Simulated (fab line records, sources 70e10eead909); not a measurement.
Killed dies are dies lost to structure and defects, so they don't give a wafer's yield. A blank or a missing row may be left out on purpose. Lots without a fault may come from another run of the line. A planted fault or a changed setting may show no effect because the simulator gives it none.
A struck lot beside a sound one | flow nand_harc | 17 steps out of a route of 1302
Sound: wafers L741.3, L741.4, L741.5. Struck: wafers L745.1, L745.3, L745.4. The cause comes at the end.
At each step with rows: each side's tool, then ch and its chambers, then its first start. Under that, the readings that differ: sound wafers | struck wafers | difference of the means | sigmas: that difference in standard deviations of wafers without a fault.
alike: readings whose means differ by less than 2 such deviations, and words and numbers that are the same on both sides. not compared: withheld readings, readings that some wafer has no value for, bounds like >300 that may hide the same value, and numbers for which the record gives no deviation and whose values overlap.
The two part at a step that has a row with sigmas, a row that says differs or no value, or rows on one side only. Numbers that don't overlap but have no deviation are shown without sigmas and don't part them. A reading that every wafer of one side lacks parts them only if that side has two wafers or more.

NHARC_P_ZERO_WELL_CD_MEAS_11: target cd 500 nm.
  sound on cd_sem-02 ch 0, day 4 19:14; struck on cd_sem-02 ch 0, day 6 11:14
  alike: cd_nm
then, 1 step without rows for these wafers: NHARC_P_ZERO_WELL_HARDBAKE_12 (time 65 s).
NHARC_P_ZERO_WELL_DESCUM_13: chemistry O2, time 3 s.
  sound on rie_diel-03 ch 1,2,3, day 4 19:23; struck on rie_diel-01 ch 1,2,3, day 6 11:24
  alike: drypump_motor_current_A, oes_product_au, rf_vpp_V, showerhead_plenum_p_Torr, throttle_valve_pct
  not compared: rf_hours_counter_h
NHARC_P_ZERO_WELL_ETCH_65: etches the open film in N2/H2, target depth 80 nm, overetch 24 nm, time 87.88 s.
  sound on rie_diel-03 ch 0,2, day 4 19:29; struck on rie_diel-01 ch 0,1,3, day 6 11:29
  alike: drypump_motor_current_A, oes_product_au, rf_vpp_V, showerhead_plenum_p_Torr, throttle_valve_pct
  not compared: rf_hours_counter_h
NHARC_P_ZERO_WELL_ETCH_62: etches the open film in CHF3/Ar, target depth 13 nm, time 6.5 s.
  sound on rie_diel-03 ch 1,2,3; struck on rie_diel-01 ch 0,1,2
  alike: drypump_motor_current_A, oes_product_au, rf_vpp_V, showerhead_plenum_p_Torr, throttle_valve_pct
  not compared: rf_hours_counter_h
NHARC_P_ZERO_WELL_ETCH_63: etches the open film in HBr/Cl2, target depth 120 nm, time 40.1 s.
  sound on rie_si-02 ch 0,3, day 4 19:41; struck on rie_si-04 ch 0,2,3, day 6 11:40
  alike: drypump_motor_current_A, oes_product_au, throttle_valve_pct
  not compared: rf_hours_counter_h
then, 6 steps without rows for these wafers: NHARC_P_ZERO_WELL_STRIP_15 (strips in SPM, time 900 s); NHARC_P_ZERO_WELL_DEHYDRATE_16 (time 120 s); NHARC_P_ZERO_WELL_HMDS_17 (time 30 s); NHARC_P_ZERO_WELL_COAT_18; NHARC_P_ZERO_WELL_SOFTBAKE_19 (time 95 s); NHARC_P_ZERO_WELL_EBR_20.
NHARC_P_ZERO_WELL_EXPOSE_21: exposes mask P NWELL, target cd 720 nm.
  sound on krf_scanner-02 ch 0, day 4 20:21; struck on krf_scanner-03 ch 0, day 6 12:26
  reading | sound                         | struck                        | difference | sigmas
  mask    | P_NWELL#0 P_NWELL#0 P_NWELL#0 | P_PWELL#0 P_PWELL#0 P_PWELL#0 | differs    |
then, 2 steps without rows for these wafers: NHARC_P_ZERO_WELL_PEB_22 (peb time 85 s); NHARC_P_ZERO_WELL_DEVELOP_23 (time 70 s).
NHARC_P_ZERO_WELL_CD_MEAS_24: target cd 720 nm.
  sound on cd_sem-02 ch 0, day 4 20:30; struck on cd_sem-01 ch 0, day 6 12:35
  reading    | sound             | struck | difference                    | sigmas
  cd_nm (nm) | 720.5 715.7 717.7 | - - -  | no value on the struck wafers |
then, 1 step without rows for these wafers: NHARC_P_ZERO_WELL_HARDBAKE_25 (time 80 s).

WHERE THEY PART
First at NHARC_P_ZERO_WELL_EXPOSE_21; last, within this record, at NHARC_P_ZERO_WELL_CD_MEAS_24.

WHY: what the simulator had put in
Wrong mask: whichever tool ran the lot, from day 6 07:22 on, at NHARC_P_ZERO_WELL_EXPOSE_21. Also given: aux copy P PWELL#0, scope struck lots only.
